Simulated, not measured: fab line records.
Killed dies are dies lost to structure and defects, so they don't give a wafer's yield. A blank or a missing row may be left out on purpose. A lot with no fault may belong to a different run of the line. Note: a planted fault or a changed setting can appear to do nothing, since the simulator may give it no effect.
Chamber matching :: flow nand-harc :: rie-diel-08 running NHARC_A_STAIRCASE_ETCH_444: 4 sister chambers
The step etches the open film in C4F8/O2, target depth 20400 nm, time 6800 s. 8 wafers are shown with their chamber, then 9 later ones without.

WAFERS WITH THEIR CHAMBER
wafer: L079.3
chamber: 1
rf-vpp-V (V): 806.6
oes-product-au (a.u.): 0.923

wafer: L080.5
chamber: 3
rf-vpp-V (V): 804.0
oes-product-au (a.u.): 0.921

wafer: L084.2
chamber: 2
rf-vpp-V (V): 803.5
oes-product-au (a.u.): 0.950

wafer: L084.5
chamber: 3
rf-vpp-V (V): 803.2
oes-product-au (a.u.): 0.963

wafer: L084.6
chamber: 0
rf-vpp-V (V): 805.8
oes-product-au (a.u.): 0.961

wafer: L089.2
chamber: 0
rf-vpp-V (V): 804.9
oes-product-au (a.u.): 0.954

wafer: L089.4
chamber: 2
rf-vpp-V (V): 804.6
oes-product-au (a.u.): 0.936

wafer: L089.6
chamber: 1
rf-vpp-V (V): 805.9
oes-product-au (a.u.): 0.942

WAFERS WHOSE CHAMBER IS MISSING
wafer: L090.1
rf-vpp-V (V): 804.6
oes-product-au (a.u.): 0.956

wafer: L090.2
rf-vpp-V (V): 802.5
oes-product-au (a.u.): 0.948

wafer: L090.3
rf-vpp-V (V): 806.0
oes-product-au (a.u.): 0.947

wafer: L091.3
rf-vpp-V (V): 803.2
oes-product-au (a.u.): 0.918

wafer: L091.5
rf-vpp-V (V): 803.6
oes-product-au (a.u.): 0.918

wafer: L091.6
rf-vpp-V (V): 804.4
oes-product-au (a.u.): 0.920

wafer: L095.1
rf-vpp-V (V): 802.9
oes-product-au (a.u.): 0.918

wafer: L095.2
rf-vpp-V (V): 805.1
oes-product-au (a.u.): 0.912

wafer: L095.6
rf-vpp-V (V): 803.9
oes-product-au (a.u.): 0.909

EACH ONE'S CHAMBER
wafer: L090.1
from the rows above: can't be placed: 2 or 0 or 3 or 1
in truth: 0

wafer: L090.2
from the rows above: can't be placed: 3 or 2
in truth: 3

wafer: L090.3
from the rows above: can't be placed: 1 or 0
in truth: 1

wafer: L091.3
from the rows above: can't be placed: 3 or 2
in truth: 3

wafer: L091.5
from the rows above: can't be placed: 3 or 2
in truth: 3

wafer: L091.6
from the rows above: can't be placed: 2 or 3 or 0 or 1
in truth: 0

wafer: L095.1
from the rows above: can't be placed: 3 or 2
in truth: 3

wafer: L095.2
from the rows above: can't be placed: 1 or 2 or 0 or 3
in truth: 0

wafer: L095.6
from the rows above: can't be placed: 3 or 2 or 0
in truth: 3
Placed correctly: 0 of 9. Can't be placed from these rows: 9 (the true chamber is among the candidates in 9). Number placed wrongly: 0.
How it was worked out, from the rows above alone: a wafer's distance from a chamber is the root of the sum, over the readings, of the square of ((its reading less the chamber's mean) divided by the reading's scatter). The wafer belongs to the nearest chamber; if the next one is less than 2 further off, it can't be placed. The mean given for a chamber averages the wafers shown for that chamber. The scatter is the square root of a quotient: the sum, over the shown wafers, of each reading's squared deviation from its chamber's mean, divided by wafers minus chambers.
